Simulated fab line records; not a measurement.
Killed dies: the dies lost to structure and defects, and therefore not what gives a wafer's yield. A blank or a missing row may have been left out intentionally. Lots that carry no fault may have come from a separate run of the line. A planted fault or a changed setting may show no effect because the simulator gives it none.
Chamber matching | flow n5 finfet | ald sin-04 running N5_SPACER0_ALD_08: 4 sister chambers
The step deposits SiNx, target thk 2 nm. 16 wafers are shown with their chamber, then 8 later ones without.

EACH WAFER AND ITS CHAMBER
wafer  | chamber | heater power w (W) | susceptor temp C (C)
L075.3 | 0       | 778                | 399.91
L075.4 | 3       | 836                | 400.14
L075.6 | 2       | 944                | 399.83
L076.3 | 2       | 942                | 400.16
L076.4 | 3       | 820                | 400.12
L076.6 | 1       | 868                | 400.06
L078.1 | 1       | 863                | 399.46
L078.3 | 2       | 955                | 399.99
L078.6 | 0       | 805                | 400.16
L080.1 | 2       | 959                | 399.57
L080.2 | 1       | 866                | 399.83
L080.4 | 0       | 770                | 400.22
L084.3 | 0       | 784                | 400.28
L084.4 | 2       | 997                | 399.67
L084.6 | 3       | 769                | 399.86
L085.2 | 1       | 832                | 399.65

SIGNATURES, as means of the wafers listed above
reading          | chamber 0 | chamber 1 | chamber 2 | chamber 3 | scatter within a chamber
heater power w   | 784.25    | 857.25    | 959.40    | 808.33    | 22.3
susceptor temp C | 400.1425  | 399.7500  | 399.8440  | 400.0400  | 0.214
Rule: distance of a wafer from a chamber = root of the sum over the readings of ((wafer's reading minus chamber's mean) / reading's scatter) squared. The wafer belongs to the nearest chamber; if the next one is less than 2 further off, it can't be placed. The scatter: the root of (the sum of the squares of (reading less its chamber's mean) over the shown wafers, divided by (wafers less chambers)).

WAFERS WITH NO CHAMBER GIVEN
wafer  | heater power w (W) | susceptor temp C (C)
L085.4 | 790                | 399.75
L085.5 | 792                | 399.96
L088.1 | 790                | 399.87
L088.3 | 851                | 399.74
L088.5 | 785                | 400.02
L089.1 | 1020               | 399.78
L089.5 | 792                | 400.23
L089.6 | 827                | 399.79

THE CHAMBER EACH PASSED THROUGH
wafer  | from the rows above          | in truth
L085.4 | can't be placed: 3 or 0 or 1 | 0
L085.5 | can't be placed: 3 or 0      | 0
L088.1 | can't be placed: 3 or 0 or 1 | 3
L088.3 | 1                            | 1
L088.5 | can't be placed: 0 or 3      | 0
L089.1 | 2                            | 2
L089.5 | can't be placed: 0 or 3      | 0
L089.6 | can't be placed: 1 or 3 or 0 | 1
Correctly placed: 2 of 8. Can't be placed from these rows: 6 (the true chamber is among the candidates in 6). 0 placed wrongly.
